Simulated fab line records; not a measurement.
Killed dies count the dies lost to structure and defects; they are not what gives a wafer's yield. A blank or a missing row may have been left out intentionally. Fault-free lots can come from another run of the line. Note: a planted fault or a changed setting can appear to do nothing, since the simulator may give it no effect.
Matching of chambers	flow n5Finfet	4 sister chambers for N5_SDB_HM_OPEN_20 on rieDiel-05
The step chemistry CH3F/O2, target SiNx, stops on poly-Si, target depth 24 nm. 4 wafers are shown with their chamber, then 8 later ones without.

WAFERS, EACH WITH ITS CHAMBER
wafer	chamber	showerheadPlenumPTorr (Torr)
L086.2	3	2.06
L086.3	2	1.98
L087.3	1	2.08
L088.1	0	1.94

WAFERS MISSING THEIR CHAMBER
wafer	showerheadPlenumPTorr (Torr)
L088.4	1.98
L088.5	2.08
L089.1	1.98
L089.5	1.98
L089.6	2.06
L096.3	2.07
L096.5	2.07
L096.6	1.93

WHICH CHAMBER EACH WENT THROUGH
wafer	from the rows above	in truth
L088.4	2	2
L088.5	1	1
L089.1	2	2
L089.5	2	2
L089.6	3	3
L096.3	can't be placed: 3 or 1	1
L096.5	can't be placed: 3 or 1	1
L096.6	0	0
Placed correctly: 6 of 8. Not placeable from these rows: 2 (in 2, the candidates include the true chamber). Wrongly placed: 0.
How it was worked out, from the rows above alone: a wafer's distance from a chamber is the root of the sum, over the readings, of the square of ((its reading less the chamber's mean) divided by the reading's scatter). If the next closest chamber is less than 2 further off than the closest, the wafer can't be placed; otherwise it belongs to the closest. A chamber's mean is the mean of its shown wafers. The scatter (one wafer shown for each chamber): square how far every hidden wafer sits from the nearest shown wafer, average those squares and take the square root.
